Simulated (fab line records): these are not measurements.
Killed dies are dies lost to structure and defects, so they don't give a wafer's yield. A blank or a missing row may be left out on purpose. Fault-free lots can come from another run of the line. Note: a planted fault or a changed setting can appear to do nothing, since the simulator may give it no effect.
The tool behind it: which one? + flow n5_finfet + 24 lots with 72 wafers sampled at 4 steps, on a route of 1938 steps

## WHAT THE GAUGES READ, wafer by wafer
N5_BEOL_M4_INSPECT_13: inspects for defects (brightfield).
| lot  | measured     | on                | raw_defect_count |
|------|--------------|-------------------|------------------|
| L074 | day 7 13:40  | defect_inspect-01 | 409 257 313      |
| L075 | day 7 19:48  | defect_inspect-01 | 495 639 702      |
| L076 | day 7 20:56  | defect_inspect-02 | 417 231 291      |
| L077 | day 8 04:55  | defect_inspect-01 | 473 323 449      |
| L078 | day 8 06:36  | defect_inspect-01 | 445 424 428      |
| L079 | day 9 03:34  | defect_inspect-02 | 364 269 338      |
| L080 | day 9 06:07  | defect_inspect-02 | 307 370 300      |
| L081 | day 9 18:19  | defect_inspect-01 | 434 529 374      |
| L082 | day 9 22:34  | defect_inspect-02 | 292 349 283      |
| L083 | day 9 23:25  | defect_inspect-02 | 304 309 312      |
| L084 | day 10 07:55 | defect_inspect-02 | 275 343 365      |
| L085 | day 10 08:50 | defect_inspect-01 | 314 445 344      |
| L087 | day 10 11:23 | defect_inspect-01 | 570 374 454      |
| L086 | day 10 15:05 | defect_inspect-02 | 334 411 254      |
| L088 | day 11 00:39 | defect_inspect-01 | 530 438 383      |
| L089 | day 11 20:34 | defect_inspect-02 | 417 473 311      |
| L090 | day 12 07:07 | defect_inspect-02 | 268 343 323      |
| L091 | day 12 07:53 | defect_inspect-01 | 404 324 428      |
| L093 | day 12 10:43 | defect_inspect-01 | 446 498 436      |
| L092 | day 12 15:24 | defect_inspect-01 | 520 558 501      |
| L095 | day 13 01:56 | defect_inspect-01 | 424 477 425      |
| L094 | day 13 04:26 | defect_inspect-01 | 544 416 456      |
| L097 | day 13 04:50 | defect_inspect-01 | 470 396 357      |
| L096 | day 13 07:17 | defect_inspect-01 | 365 483 399      |

## TOOL THAT RAN EACH LOT (tool first, then ch and the chambers of the sampled wafers, then the start)
| lot  | N5_BEOL_M3_ANNEAL_80         | N5_BEOL_M3_SPUTTER_86        | N5_BEOL_M3_CMP_52             |
|------|------------------------------|------------------------------|-------------------------------|
| L074 | pvd_sputter-02, day 7 09:26  | pvd_sputter-02, day 7 09:48  | cmp-04 ch 1,2, day 7 11:25    |
| L075 | pvd_sputter-03, day 7 15:20  | pvd_sputter-03, day 7 15:42  | cmp-02 ch 2,3, day 7 17:18    |
| L076 | pvd_sputter-02, day 7 17:19  | pvd_sputter-02, day 7 17:41  | cmp-04 ch 0,2,3, day 7 19:19  |
| L077 | pvd_sputter-03, day 8 00:51  | pvd_sputter-03, day 8 01:13  | cmp-02 ch 0,1,2, day 8 02:53  |
| L078 | pvd_sputter-01, day 8 02:49  | pvd_sputter-01, day 8 03:10  | cmp-04 ch 1,2,3, day 8 05:01  |
| L079 | pvd_sputter-02, day 8 23:37  | pvd_sputter-02, day 8 23:58  | cmp-03 ch 0,2,3, day 9 02:04  |
| L080 | pvd_sputter-01, day 9 01:11  | pvd_sputter-01, day 9 01:33  | cmp-03 ch 0,2,3, day 9 03:08  |
| L081 | pvd_sputter-02, day 9 14:47  | pvd_sputter-02, day 9 15:09  | cmp-02 ch 0,1,2, day 9 16:44  |
| L082 | pvd_sputter-03, day 9 18:05  | pvd_sputter-03, day 9 18:26  | cmp-02 ch 1,2,3, day 9 20:04  |
| L083 | pvd_sputter-03, day 9 19:55  | pvd_sputter-03, day 9 20:17  | cmp-04 ch 0,3, day 9 22:01    |
| L084 | pvd_sputter-01, day 10 02:19 | pvd_sputter-01, day 10 02:40 | cmp-02 ch 0,2, day 10 04:18   |
| L085 | pvd_sputter-02, day 10 05:28 | pvd_sputter-02, day 10 05:50 | cmp-03 ch 0,3, day 10 07:28   |
| L087 | pvd_sputter-02, day 10 07:23 | pvd_sputter-02, day 10 07:45 | cmp-04 ch 0,1,3, day 10 09:49 |
| L086 | pvd_sputter-01, day 10 11:17 | pvd_sputter-01, day 10 11:39 | cmp-04 ch 0,3, day 10 13:17   |
| L088 | pvd_sputter-03, day 10 21:14 | pvd_sputter-03, day 10 21:36 | cmp-04 ch 0,1,2, day 10 23:11 |
| L089 | pvd_sputter-02, day 11 16:07 | pvd_sputter-02, day 11 16:29 | cmp-04 ch 0,1,3, day 11 18:05 |
| L090 | pvd_sputter-03, day 12 01:17 | pvd_sputter-03, day 12 01:38 | cmp-02 ch 1,2,3, day 12 03:22 |
| L091 | pvd_sputter-02, day 12 04:02 | pvd_sputter-02, day 12 04:24 | cmp-04 ch 0,1,2, day 12 06:03 |
| L093 | pvd_sputter-02, day 12 05:55 | pvd_sputter-02, day 12 06:17 | cmp-04 ch 1,2,3, day 12 07:59 |
| L092 | pvd_sputter-02, day 12 11:20 | pvd_sputter-02, day 12 11:42 | cmp-04 ch 0,1,2, day 12 13:22 |
| L095 | pvd_sputter-02, day 12 22:44 | pvd_sputter-02, day 12 23:05 | cmp-02 ch 1,2,3, day 13 00:45 |
| L094 | pvd_sputter-01, day 12 22:58 | pvd_sputter-01, day 12 23:19 | cmp-03 ch 0,2,3, day 13 01:01 |
| L097 | pvd_sputter-02, day 13 00:40 | pvd_sputter-02, day 13 01:02 | cmp-04 ch 0,1,3, day 13 02:38 |
| L096 | pvd_sputter-03, day 13 01:59 | pvd_sputter-03, day 13 02:20 | cmp-03 ch 1,2,3, day 13 03:58 |
- N5_BEOL_M3_ANNEAL_80: time 240 s.
- N5_BEOL_M3_SPUTTER_86: material Cu, target thk 4.5 nm, time 8.29 s.
- N5_BEOL_M3_CMP_52: polishes, stops on SiOC, t overpolish 6.8 s, target thk 40 nm.

## WHAT THE TOOLS THEMSELVES READ (means of the sampled wafers that have a number; where no wafer has one, the mark that the record gives instead)
N5_BEOL_M3_ANNEAL_80.
| lot  | tool           | heater_power_w (W) | susceptor_temp_C (C) |
|------|----------------|--------------------|----------------------|
| L074 | pvd_sputter-02 | 867                | 400.08               |
| L075 | pvd_sputter-03 | 852                | 400.05               |
| L076 | pvd_sputter-02 | 866                | 399.83               |
| L077 | pvd_sputter-03 | 781                | 399.89               |
| L078 | pvd_sputter-01 | 798                | 400.04               |
| L079 | pvd_sputter-02 | 841                | 399.89               |
| L080 | pvd_sputter-01 | 844                | 400.05               |
| L081 | pvd_sputter-02 | 852                | 399.88               |
| L082 | pvd_sputter-03 | 917                | 400.01               |
| L083 | pvd_sputter-03 | 933                | 399.98               |
| L084 | pvd_sputter-01 | 763                | 399.85               |
| L085 | pvd_sputter-02 | 857                | 400.13               |
| L087 | pvd_sputter-02 | 863                | 400.16               |
| L086 | pvd_sputter-01 | 787                | 399.98               |
| L088 | pvd_sputter-03 | 861                | 400.23               |
| L089 | pvd_sputter-02 | 860                | 399.98               |
| L090 | pvd_sputter-03 | 964                | 399.94               |
| L091 | pvd_sputter-02 | 867                | 400.07               |
| L093 | pvd_sputter-02 | 884                | 400.38               |
| L092 | pvd_sputter-02 | 858                | 400.11               |
| L095 | pvd_sputter-02 | 888                | 400.12               |
| L094 | pvd_sputter-01 | 777                | 400.10               |
| L097 | pvd_sputter-02 | 845                | 399.96               |
| L096 | pvd_sputter-03 | 865                | 399.82               |

N5_BEOL_M3_SPUTTER_86.
| lot  | tool           | susceptor_temp_C (C) | throttle_valve_pct (%) |
|------|----------------|----------------------|------------------------|
| L074 | pvd_sputter-02 | -20.03               | 30.7                   |
| L075 | pvd_sputter-03 | -20.06               | 29.3                   |
| L076 | pvd_sputter-02 | -19.92               | 30.6                   |
| L077 | pvd_sputter-03 | -19.95               | 30.0                   |
| L078 | pvd_sputter-01 | -19.90               | 30.0                   |
| L079 | pvd_sputter-02 | -20.09               | 29.5                   |
| L080 | pvd_sputter-01 | -19.94               | 29.5                   |
| L081 | pvd_sputter-02 | -19.84               | 30.5                   |
| L082 | pvd_sputter-03 | -20.02               | 28.9                   |
| L083 | pvd_sputter-03 | -20.00               | 28.8                   |
| L084 | pvd_sputter-01 | -20.02               | 29.4                   |
| L085 | pvd_sputter-02 | -20.00               | 30.5                   |
| L087 | pvd_sputter-02 | -19.92               | 30.8                   |
| L086 | pvd_sputter-01 | -19.96               | 30.4                   |
| L088 | pvd_sputter-03 | -19.96               | 29.4                   |
| L089 | pvd_sputter-02 | -20.01               | 30.4                   |
| L090 | pvd_sputter-03 | -20.06               | 29.5                   |
| L091 | pvd_sputter-02 | -19.96               | 30.8                   |
| L093 | pvd_sputter-02 | -19.95               | 31.4                   |
| L092 | pvd_sputter-02 | -19.91               | 30.5                   |
| L095 | pvd_sputter-02 | -19.93               | 31.8                   |
| L094 | pvd_sputter-01 | -20.04               | 29.9                   |
| L097 | pvd_sputter-02 | -20.02               | 29.5                   |
| L096 | pvd_sputter-03 | -19.98               | 29.3                   |

N5_BEOL_M3_CMP_52.
| lot  | tool   | barrier_field_endpoint_s (s) | motor_current_A (A) | overpolish_run_s (s) | time_to_endpoint_s (s) |
|------|--------|------------------------------|---------------------|----------------------|------------------------|
| L074 | cmp-04 | 24.6                         | 6.4                 | 6.805                | 64.6                   |
| L075 | cmp-02 | 24.6                         | 5.0                 | 6.804                | 63.5                   |
| L076 | cmp-04 | 24.3                         | 6.8                 | 6.796                | 62.3                   |
| L077 | cmp-02 | 24.8                         | 5.7                 | 6.806                | 63.5                   |
| L078 | cmp-04 | 24.9                         | 6.8                 | 6.801                | 61.5                   |
| L079 | cmp-03 | 25.1                         | 6.5                 | 6.802                | 64.7                   |
| L080 | cmp-03 | 24.9                         | 6.1                 | 6.805                | 62.6                   |
| L081 | cmp-02 | 24.5                         | 5.8                 | 6.797                | 63.9                   |
| L082 | cmp-02 | 24.6                         | 5.3                 | 6.802                | 64.5                   |
| L083 | cmp-04 | 24.2                         | 7.1                 | 6.797                | 61.0                   |
| L084 | cmp-02 | 24.6                         | 6.0                 | 6.800                | 65.3                   |
| L085 | cmp-03 | 24.4                         | 5.9                 | 6.800                | 60.0                   |
| L087 | cmp-04 | 25.1                         | 6.7                 | 6.799                | 61.0                   |
| L086 | cmp-04 | 25.2                         | 7.1                 | 6.807                | 63.7                   |
| L088 | cmp-04 | 24.9                         | 6.3                 | 6.800                | 62.7                   |
| L089 | cmp-04 | 25.1                         | 6.8                 | 6.806                | 64.6                   |
| L090 | cmp-02 | 24.8                         | 5.3                 | 6.797                | 60.9                   |
| L091 | cmp-04 | 24.5                         | 6.3                 | 6.795                | 62.2                   |
| L093 | cmp-04 | 25.3                         | 7.0                 | 6.799                | 59.9                   |
| L092 | cmp-04 | 24.6                         | 6.3                 | 6.805                | 62.8                   |
| L095 | cmp-02 | 24.5                         | 5.3                 | 6.797                | 61.3                   |
| L094 | cmp-03 | 25.5                         | 6.3                 | 6.803                | 66.1                   |
| L097 | cmp-04 | 24.2                         | 6.9                 | 6.811                | 61.2                   |
| L096 | cmp-03 | 25.1                         | 6.4                 | 6.791                | 66.7                   |

## THE ANSWER, worked out from the rows above alone
Rule: usual is defined by the lots themselves. The widest of any qualifying gaps counts: lots, ordered by their means at a reading, are off when they make up no more than a third of the lots, leave a main group of 4 or more, and stand apart from it by 3 or more times the standard deviation of that group's means. A main group whose means are all the same, to the digits that the tables above print for the reading, isn't used. A lot without any number at a reading at which 4 lots or more have one is off too. Any other lot the step has rows for is counted as sound. The gauges are gone through in route order, then the tools' own readings, and for those a lot's mean is taken as printed above. At the first step where some lot is off, the reading lying furthest off is the one used; lots without a number count as furthest.
None of the lots is off at any reading shown; this tells nothing.

## WHAT WAS PUT IN BY THE SIMULATOR
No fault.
